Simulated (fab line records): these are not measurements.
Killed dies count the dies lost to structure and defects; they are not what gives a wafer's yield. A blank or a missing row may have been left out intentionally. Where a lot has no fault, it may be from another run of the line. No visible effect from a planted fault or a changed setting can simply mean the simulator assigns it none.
Split-lot experiment + flow n5 finfet + 21 wafers read across 7 lots, on a route 1938 steps long

THE SPLIT ITSELF
At N5_FIN_SAQP_HM_DEP_03 (deposits SiNx from SiH4/NH3/N2, target thk 38 nm, time 33.6 s), the setting time s was moved away from the recipe's 33.6 s on 5 of the 21 wafers read, by -12.6% to +4.0%. This setting was run at the recipe's value on the other wafers.

FROM THE SPLIT TO THE READING: what the file shows between them, 12 steps
- N5_FIN_SAQP_THK_MEAS_05
- N5_FIN_SAQP_SPACER1_ALD_24: deposits SiO2, target thk 20.3 nm, pulse time 1 s, purge time 2 s (also split here: ald cycles)
- N5_FIN_SAQP_SPACER1_ETCHBACK_25: etches SiO2 in CHF3/O2, target depth 24.4 nm, time 12.2 s
- N5_FIN_SAQP_MANDREL1_REMOVE_56: chemistry HBr/Cl2/O2, target a-Si, stops on SiNx, bt time 10 s
- N5_FIN_SAQP_CD_MEAS_27: target cd 20 nm
- N5_FIN_SAQP_ETCH_69: etches SOC in N2/H2, stops on SiNx, target depth 150 nm (also split here: target depth a)
- N5_FIN_SAQP_ETCH_67: etches SiNx in CH3F/O2, target depth 30 nm
- N5_FIN_SAQP_STRIP_70: strips in N2/H2
- N5_FIN_SAQP_SPACER2_ALD_28: deposits SiO2, target thk 8.1 nm, pulse time 1 s, purge time 2 s
- N5_FIN_SAQP_SPACER2_ETCHBACK_29: etches SiO2 in CHF3/O2, target depth 12.2 nm, time 6.1 s
- N5_FIN_SAQP_MANDREL2_REMOVE_60: chemistry HBr/Cl2/O2, target a-Si, stops on SiNx, bt time 10 s
- N5_FIN_SAQP_HM_OPEN_33: chemistry CH3F/O2, target SiNx, target depth 49.4 nm, time 70.6 s

THE READING
SiNx_of_FIN_SAQP_HM_DEP_03.thk nm (the simulator's own value, which no gauge read), in nm, at N5_FIN_SAQP_ETCH_34 (etches SiO2 in C4F6/O2, target depth 45 nm, time 15 s). There is no usual value for it anywhere in the file. The 16 wafers here that ran the recipe average 34.2 nm, standard deviation 0.6 nm.

| wafer  | tool, chamber at the split | time s as run, s | against the recipe | SiNx_of_FIN_SAQP_HM_DEP_03.thk nm, nm | against lot-mates on the recipe |
|--------|----------------------------|------------------|--------------------|---------------------------------------|---------------------------------|
| L077.1 | pecvd-04, 1                | 33.6             | recipe             | 32.8                                  | -                               |
| L077.3 | pecvd-04, 1                | 31.73            | -5.6%              | 31.8                                  | -1.0                            |
| L077.4 | pecvd-04, 0                | 31.73            | -5.6%              | 31.4                                  | -1.4                            |
| L081.3 | pecvd-04, 1                | 33.6             | recipe             | 34.4                                  | -                               |
| L081.5 | pecvd-04, 1                | 33.6             | recipe             | 34.2                                  | -                               |
| L081.6 | pecvd-04, 0                | 34.94            | +4.0%              | 35.6                                  | +1.3                            |
| L088.1 | pecvd-02, 2                | 33.6             | recipe             | 33.6                                  | -                               |
| L088.3 | pecvd-02, 0                | 33.6             | recipe             | 33.6                                  | -                               |
| L088.5 | pecvd-02, 0                | 33.6             | recipe             | 34.4                                  | -                               |
| L090.1 | pecvd-03, 2                | 33.6             | recipe             | 33.6                                  | -                               |
| L090.4 | pecvd-03, 1                | 33.6             | recipe             | 34.2                                  | -                               |
| L090.5 | pecvd-03, 0                | 33.6             | recipe             | 34.6                                  | -                               |
| L091.3 | pecvd-04, 1                | 33.6             | recipe             | 34.8                                  | -                               |
| L091.4 | pecvd-04, 0                | 29.35            | -12.6%             | 29.2                                  | -5.6                            |
| L091.6 | pecvd-04, 0                | 29.35            | -12.6%             | 29                                    | -5.8                            |
| L095.3 | pecvd-02, 1                | 33.6             | recipe             | 34                                    | -                               |
| L095.4 | pecvd-02, 1                | 33.6             | recipe             | 35.4                                  | -                               |
| L095.6 | pecvd-02, 2                | 33.6             | recipe             | 34.2                                  | -                               |
| L096.1 | pecvd-03, 2                | 33.6             | recipe             | 34                                    | -                               |
| L096.4 | pecvd-03, 2                | 33.6             | recipe             | 34.6                                  | -                               |
| L096.5 | pecvd-03, 1                | 33.6             | recipe             | 34.8                                  | -                               |

FIT RESULTS
A straight line over all 21 wafers: SiNx_of_FIN_SAQP_HM_DEP_03.thk nm changes by +0.408 nm for each +1% of time s; r = +0.95; the points scatter about the line by 0.56 nm.
The same after taking each lot's own level away (the mean of its wafers on the recipe; 21 wafers): +0.412 nm for each +1%; r = +0.96; scatter 0.54 nm.
The reading moves by 5.2 nm for the largest change in time s, on that fit.
The lots' own levels span 32.80 to 34.80 nm, that is 3.4 times the standard deviation above.
The two slopes agree, so the slope changes little with the lot-to-lot level.
Check: for one of the wafers moved furthest among these (-12.6%), held out of the fit, the line's prediction against its lot-mates is -4.89 nm. Against them it came out at -5.6 nm.

FURTHER SPLITS ON THESE WAFERS
Other splits were also applied to these wafers ahead of the reading. Each is held against what the fit with the lots' levels taken away leaves over:
| other split on the same wafers        | wafers away from the commonest value | r with SiNx_of_FIN_SAQP_HM_DEP_03.thk nm (lot level and that fit taken away) |
|---------------------------------------|--------------------------------------|------------------------------------------------------------------------------|
| N5_WELL_APT_EXPOSE_22 dose mj         | 4                                    | +0.10                                                                        |
| N5_FIN_SAQP_SPACER1_ALD_24 ald cycles | 7                                    | -0.19                                                                        |
| N5_FIN_SAQP_ETCH_69 target depth a    | 6                                    | +0.05                                                                        |

THE WHOLE CHAIN: every reading that the file lists as answering this split, in the file's order
| step                           | what it does                                                      | reading                                                                            | change (the file's fit)               | r (the file's) |
|--------------------------------|-------------------------------------------------------------------|------------------------------------------------------------------------------------|---------------------------------------|----------------|
| N5_FIN_SAQP_HM_DEP_03          | deposits SiNx from SiH4/NH3/N2, target thk 38 nm, time 33.6 s     | SiNx_of_FIN_SAQP_HM_DEP_03.thk nm (the simulator's own value, which no gauge read) | +0.402 nm for each +1% of the setting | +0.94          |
| N5_FIN_SAQP_THK_MEAS_05        |                                                                   | thk nm                                                                             | withheld for each +1% of the setting  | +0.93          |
| N5_FIN_SAQP_MANDREL2_REMOVE_60 | chemistry HBr/Cl2/O2, target a-Si, stops on SiNx, bt time 10 s    | SiNx_of_FIN_SAQP_HM_DEP_03.thk nm (the simulator's own value, which no gauge read) | +0.394 nm for each +1% of the setting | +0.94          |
| N5_FIN_SAQP_HM_OPEN_33         | chemistry CH3F/O2, target SiNx, target depth 49.4 nm, time 70.6 s | etch.depth nm (the simulator's own value, which no gauge read)                     | +0.402 nm for each +1% of the setting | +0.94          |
| N5_FIN_SAQP_ETCH_34            | etches SiO2 in C4F6/O2, target depth 45 nm, time 15 s             | SiNx_of_FIN_SAQP_HM_DEP_03.thk nm (the simulator's own value, which no gauge read) | +0.406 nm for each +1% of the setting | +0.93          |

THE FILE'S OWN FIT
SiNx_of_FIN_SAQP_HM_DEP_03.thk nm changes by +0.406 nm for each +1% of time s, r = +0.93.
